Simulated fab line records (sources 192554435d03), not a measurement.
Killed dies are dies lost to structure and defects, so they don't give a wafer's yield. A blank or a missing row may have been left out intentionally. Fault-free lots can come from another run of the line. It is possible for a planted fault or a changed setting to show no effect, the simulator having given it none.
Chamber matching -- flow n5-finfet -- N5_BEOL_M12_ETCH_38 on rie-diel-02 has 4 sister chambers
The step etches SiCN in CF4/N2, target depth 68.7 nm, time 73.4 s. 4 wafers are shown with their chamber, then 7 later ones without.

WAFERS, EACH WITH ITS CHAMBER
wafer,chamber,showerhead-plenum-p-Torr (Torr)
L082.1,3,2.18
L082.4,1,2.21
L087.1,2,2.16
L087.2,0,2.33

WAFERS WITHOUT THEIR CHAMBER
wafer,showerhead-plenum-p-Torr (Torr)
L087.3,2.21
L088.1,2.15
L088.2,2.21
L088.6,2.15
L093.2,2.33
L093.3,2.15
L093.4,2.33

THE CHAMBER EACH PASSED THROUGH
wafer,from the rows above,in truth
L087.3,1,1
L088.1,2,2
L088.2,1,1
L088.6,2,2
L093.2,0,0
L093.3,2,2
L093.4,0,0
Correctly placed: 7 of 7. Number that these rows cannot place: 0. Wrongly placed: 0.
How it was worked out, from the rows above alone: a wafer's distance from a chamber is the root of the sum, over the readings, of the square of ((its reading less the chamber's mean) divided by the reading's scatter). The wafer belongs to the nearest chamber; if the next one is less than 2 further off, it can't be placed. A chamber's mean is the mean of its shown wafers. The scatter: root of mean squared gap, hidden wafer to nearest shown wafer, with one shown wafer a chamber.
